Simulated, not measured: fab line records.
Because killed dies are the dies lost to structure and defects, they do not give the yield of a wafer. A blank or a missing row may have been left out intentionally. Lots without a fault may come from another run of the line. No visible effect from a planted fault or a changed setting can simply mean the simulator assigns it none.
Matching of chambers ; flow nand harc ; 4 sister chambers for NHARC_A_BLC_STRIP_29 on rie diel-13
The step strips in CF4. 8 wafers are shown with their chamber, then 12 later ones without.

== WAFERS, EACH WITH ITS CHAMBER ==
wafer;chamber;drypump motor current A (A);rf vpp V (V)
L083.3;1;5.1;59.3
L083.5;1;5.1;60.1
L083.6;0;6.3;58.8
L086.5;3;5.7;58.6
L086.6;2;5.4;60.1
L088.3;3;5.8;57.3
L088.4;0;6.4;58.8
L088.6;2;5.4;58.8

== WAFERS WITHOUT THEIR CHAMBER ==
wafer;drypump motor current A (A);rf vpp V (V)
L089.1;5.4;58.2
L089.3;5.1;58.5
L089.6;5.1;59.5
L093.1;6.3;58.7
L093.2;5.1;58.4
L093.6;5.1;59.9
L095.2;6.3;57.0
L095.3;5.4;58.4
L095.4;5.7;59.2
L094.2;5.4;58.8
L094.3;5.1;58.3
L094.6;5.1;59.0

== THE CHAMBER EACH PASSED THROUGH ==
wafer;from the rows above;in truth
L089.1;2;2
L089.3;1;1
L089.6;1;1
L093.1;0;0
L093.2;1;1
L093.6;1;1
L095.2;0;0
L095.3;2;2
L095.4;3;3
L094.2;2;2
L094.3;1;1
L094.6;1;1
Correctly placed: 12 of 12. Not placeable from these rows: 0. Placed wrongly: 0.
How it was worked out, from the rows above alone: a wafer's distance from a chamber is the root of the sum, over the readings, of the square of ((its reading less the chamber's mean) divided by the reading's scatter). The wafer belongs to the nearest chamber; if the next one is less than 2 further off, it can't be placed. A chamber's mean is the mean of its shown wafers. The scatter: the root of (the sum of the squares of (reading less its chamber's mean) over the shown wafers, divided by (wafers less chambers)).
